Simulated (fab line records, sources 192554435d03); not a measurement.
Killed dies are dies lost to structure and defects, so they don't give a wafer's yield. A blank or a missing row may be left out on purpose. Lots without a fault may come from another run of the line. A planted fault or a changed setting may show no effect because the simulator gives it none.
Chamber matching | flow n5_finfet | N5_BEOL_M11_ETCH_61 on rie_diel-03: 4 sister chambers
The step etches SiARC in CF4, target depth 39 nm, time 65 s. 8 wafers are shown with their chamber, then 7 later ones without.

WAFERS WITH THEIR CHAMBER
wafer  | chamber | throttle_valve_pct (%) | oes_product_au (a.u.)
L076.5 | 1       | 15.87                  | 0.56
L082.1 | 3       | 15.15                  | 0.74
L082.6 | 1       | 15.88                  | 0.56
L080.1 | 2       | 15.51                  | 0.69
L080.3 | 0       | 15.51                  | 0.80
L080.4 | 3       | 15.14                  | 0.74
L084.1 | 0       | 15.50                  | 0.82
L084.3 | 2       | 15.50                  | 0.69

WAFERS WITHOUT THEIR CHAMBER
wafer  | throttle_valve_pct (%) | oes_product_au (a.u.)
L084.6 | 15.13                  | 0.74
L094.2 | 15.55                  | 0.66
L094.4 | 15.18                  | 0.72
L094.6 | 15.57                  | 0.65
L096.2 | 15.19                  | 0.71
L096.4 | 15.43                  | 0.79
L096.6 | 15.57                  | 0.75

WHICH CHAMBER EACH WENT THROUGH
wafer  | from the rows above     | in truth
L084.6 | 3                       | 3
L094.2 | 2                       | 2
L094.4 | 3                       | 3
L094.6 | 2                       | 2
L096.2 | 3                       | 3
L096.4 | 0                       | 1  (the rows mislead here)
L096.6 | can't be placed: 0 or 2 | 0
Placed correctly: 5 of 7. Can't be placed from these rows: 1 (the true chamber is among the candidates in 1). Placed wrongly: 1.
How it was worked out, from the rows above alone: a wafer's distance from a chamber is the root of the sum, over the readings, of the square of ((its reading less the chamber's mean) divided by the reading's scatter). The wafer belongs to the nearest chamber; if the next one is less than 2 further off, it can't be placed. A chamber's mean is the mean of its shown wafers. The scatter: the root of (the sum of the squares of (reading less its chamber's mean) over the shown wafers, divided by (wafers less chambers)).
